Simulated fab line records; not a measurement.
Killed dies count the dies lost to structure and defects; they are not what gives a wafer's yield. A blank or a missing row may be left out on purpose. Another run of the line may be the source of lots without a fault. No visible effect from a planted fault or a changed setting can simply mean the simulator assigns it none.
Matching of chambers    flow nandHarc    4 sister chambers for NHARC_A_CONTACT_DESCUM_74 on rieDiel-07
The step chemistry O2, time 3 s. 4 wafers are shown with their chamber, then 12 later ones without.

== WAFERS, EACH WITH ITS CHAMBER ==
wafer   chamber  drypumpMotorCurrentA (A)
L086.1  0        5.0
L086.3  1        5.7
L085.5  3        6.1
L085.6  2        5.5

== WAFERS WITHOUT THEIR CHAMBER ==
wafer   drypumpMotorCurrentA (A)
L089.1  5.1
L089.3  5.7
L089.6  5.0
L092.2  5.7
L092.5  5.7
L092.6  5.5
L095.1  5.7
L095.2  5.5
L095.4  5.0
L094.3  5.7
L094.4  5.5
L094.6  5.5

== EACH ONE'S CHAMBER ==
wafer   from the rows above  in truth
L089.1  0                    0
L089.3  1                    1
L089.6  0                    0
L092.2  1                    1
L092.5  1                    1
L092.6  2                    2
L095.1  1                    1
L095.2  2                    2
L095.4  0                    0
L094.3  1                    1
L094.4  2                    2
L094.6  2                    2
Correct placement for 12 of the 12. From these rows, 0 cannot be placed. Wrongly placed: 0.
How it was worked out, from the rows above alone: a wafer's distance from a chamber is the root of the sum, over the readings, of the square of ((its reading less the chamber's mean) divided by the reading's scatter). If the next closest chamber is less than 2 further off than the closest, the wafer can't be placed; otherwise it belongs to the closest. A chamber's mean is the mean of its shown wafers. The scatter: root of mean squared gap, hidden wafer to nearest shown wafer, with one shown wafer a chamber.
